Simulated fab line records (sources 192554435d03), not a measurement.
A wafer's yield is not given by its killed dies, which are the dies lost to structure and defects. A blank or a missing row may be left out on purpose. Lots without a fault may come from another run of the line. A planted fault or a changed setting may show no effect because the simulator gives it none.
Lot-split experiment :: flow n5_finfet :: 21 wafers read from 7 lots, route of 1938 steps

ON THE SPLIT
At N5_BEOL_M2_ALD_98 (deposits SiO2, target thk 2.5 nm, pulse time 1 s, co reactant pulse time 1 s), the setting ald_cycles was moved away from the recipe's 17 on 6 of the 21 wafers read, by -17.6% to +17.6%. This setting was run at the recipe's value on the other wafers.

The split's own step is where the reading is taken.

THE READING
SiO2_of_BEOL_M2_ALD_98.thk_nm (the simulator's own value, which no gauge read), in nm, at N5_BEOL_M2_ALD_98 (deposits SiO2, target thk 2.5 nm, pulse time 1 s, co reactant pulse time 1 s). There is no usual value for it anywhere in the file. Average 2.5 nm, standard deviation 0.088 nm, over the 15 wafers here run with the recipe.

wafer: L074.1
tool, chamber at the split: ald_sin-04, 1,2,0
ald_cycles as run: 17
against the recipe: recipe
SiO2_of_BEOL_M2_ALD_98.thk_nm, nm: 2.4
against lot-mates on the recipe: -

wafer: L074.2
tool, chamber at the split: ald_sin-04, 1,2,0
ald_cycles as run: 17
against the recipe: recipe
SiO2_of_BEOL_M2_ALD_98.thk_nm, nm: 2.4
against lot-mates on the recipe: -

wafer: L074.5
tool, chamber at the split: ald_sin-04, 1,2,0
ald_cycles as run: 17
against the recipe: recipe
SiO2_of_BEOL_M2_ALD_98.thk_nm, nm: 2.4
against lot-mates on the recipe: -

wafer: L078.1
tool, chamber at the split: ald_sin-01, 1
ald_cycles as run: 20
against the recipe: +17.6%
SiO2_of_BEOL_M2_ALD_98.thk_nm, nm: 3
against lot-mates on the recipe: +0.6

wafer: L078.3
tool, chamber at the split: ald_sin-01, 3,2
ald_cycles as run: 17
against the recipe: recipe
SiO2_of_BEOL_M2_ALD_98.thk_nm, nm: 2.4
against lot-mates on the recipe: -

wafer: L078.6
tool, chamber at the split: ald_sin-01, 3,2
ald_cycles as run: 17
against the recipe: recipe
SiO2_of_BEOL_M2_ALD_98.thk_nm, nm: 2.4
against lot-mates on the recipe: -

wafer: L080.1
tool, chamber at the split: ald_sin-04, 0
ald_cycles as run: 18
against the recipe: +5.9%
SiO2_of_BEOL_M2_ALD_98.thk_nm, nm: 2.6
against lot-mates on the recipe: +0.1

wafer: L080.4
tool, chamber at the split: ald_sin-04, 3
ald_cycles as run: 17
against the recipe: recipe
SiO2_of_BEOL_M2_ALD_98.thk_nm, nm: 2.6
against lot-mates on the recipe: -

wafer: L080.5
tool, chamber at the split: ald_sin-04, 2
ald_cycles as run: 17
against the recipe: recipe
SiO2_of_BEOL_M2_ALD_98.thk_nm, nm: 2.4
against lot-mates on the recipe: -

wafer: L083.3
tool, chamber at the split: ald_sin-01, 2
ald_cycles as run: 17
against the recipe: recipe
SiO2_of_BEOL_M2_ALD_98.thk_nm, nm: 2.6
against lot-mates on the recipe: -

wafer: L083.5
tool, chamber at the split: ald_sin-01, 3
ald_cycles as run: 17
against the recipe: recipe
SiO2_of_BEOL_M2_ALD_98.thk_nm, nm: 2.4
against lot-mates on the recipe: -

wafer: L083.6
tool, chamber at the split: ald_sin-01, 0
ald_cycles as run: 18
against the recipe: +5.9%
SiO2_of_BEOL_M2_ALD_98.thk_nm, nm: 2.6
against lot-mates on the recipe: +0.1

wafer: L085.1
tool, chamber at the split: ald_sin-01, 2
ald_cycles as run: 17
against the recipe: recipe
SiO2_of_BEOL_M2_ALD_98.thk_nm, nm: 2.4
against lot-mates on the recipe: -

wafer: L085.6
tool, chamber at the split: ald_sin-01, 2
ald_cycles as run: 17
against the recipe: recipe
SiO2_of_BEOL_M2_ALD_98.thk_nm, nm: 2.4
against lot-mates on the recipe: -

wafer: L085.5
tool, chamber at the split: ald_sin-01, 1
ald_cycles as run: 19
against the recipe: +11.8%
SiO2_of_BEOL_M2_ALD_98.thk_nm, nm: 2.8
against lot-mates on the recipe: +0.4

wafer: L088.2
tool, chamber at the split: ald_sin-04, 1
ald_cycles as run: 19
against the recipe: +11.8%
SiO2_of_BEOL_M2_ALD_98.thk_nm, nm: 2.8
against lot-mates on the recipe: +0.4

wafer: L088.5
tool, chamber at the split: ald_sin-04, 2,1
ald_cycles as run: 17
against the recipe: recipe
SiO2_of_BEOL_M2_ALD_98.thk_nm, nm: 2.4
against lot-mates on the recipe: -

wafer: L088.6
tool, chamber at the split: ald_sin-04, 2,1
ald_cycles as run: 17
against the recipe: recipe
SiO2_of_BEOL_M2_ALD_98.thk_nm, nm: 2.4
against lot-mates on the recipe: -

wafer: L097.1
tool, chamber at the split: ald_sin-03, 0
ald_cycles as run: 14
against the recipe: -17.6%
SiO2_of_BEOL_M2_ALD_98.thk_nm, nm: 2
against lot-mates on the recipe: -0.6

wafer: L097.2
tool, chamber at the split: ald_sin-03, 2,1
ald_cycles as run: 17
against the recipe: recipe
SiO2_of_BEOL_M2_ALD_98.thk_nm, nm: 2.6
against lot-mates on the recipe: -

wafer: L097.6
tool, chamber at the split: ald_sin-03, 2,1
ald_cycles as run: 17
against the recipe: recipe
SiO2_of_BEOL_M2_ALD_98.thk_nm, nm: 2.6
against lot-mates on the recipe: -
Where a row lists several chambers, the file gives one row for several wafers and doesn't say which wafer went through which chamber.

THE FIT
A straight line over all 21 wafers: SiO2_of_BEOL_M2_ALD_98.thk_nm changes by +0.0283 nm for each +1% of ald_cycles; r = +0.93; the points scatter about the line by 0.08 nm.
The same after taking each lot's own level away (the mean of its wafers on the recipe; 21 wafers): +0.0331 nm for each +1%; r = +0.97; scatter 0.055 nm.
The reading moves by 0.58 nm for the largest change in ald_cycles, on that fit.
Across the lots, their own levels run from 2.40 to 2.60 nm, a range of 2.3 times the standard deviation given above.
Hence the slope depends on the lot-to-lot level, as the two fits are not the same.
Check: with one of the wafers moved furthest among these (+17.6%) left out of the fit, the line predicts +0.564 nm for it against its lot-mates. It came out at +0.6 nm against them.

THE OTHER SPLITS THESE WAFERS WENT THROUGH
These wafers also went through other splits before the reading. Each is held against what the fit with the lots' levels taken away leaves over:
other split on the same wafers: N5_BEOL_M1_TRENCH_ETCH_37 time_s
wafers away from the commonest value: 5
r with SiO2_of_BEOL_M2_ALD_98.thk_nm (lot level and that fit taken away): +0.05

THE FILE'S OWN FIT
SiO2_of_BEOL_M2_ALD_98.thk_nm changes by +0.0328 nm for each +1% of ald_cycles, r = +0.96.
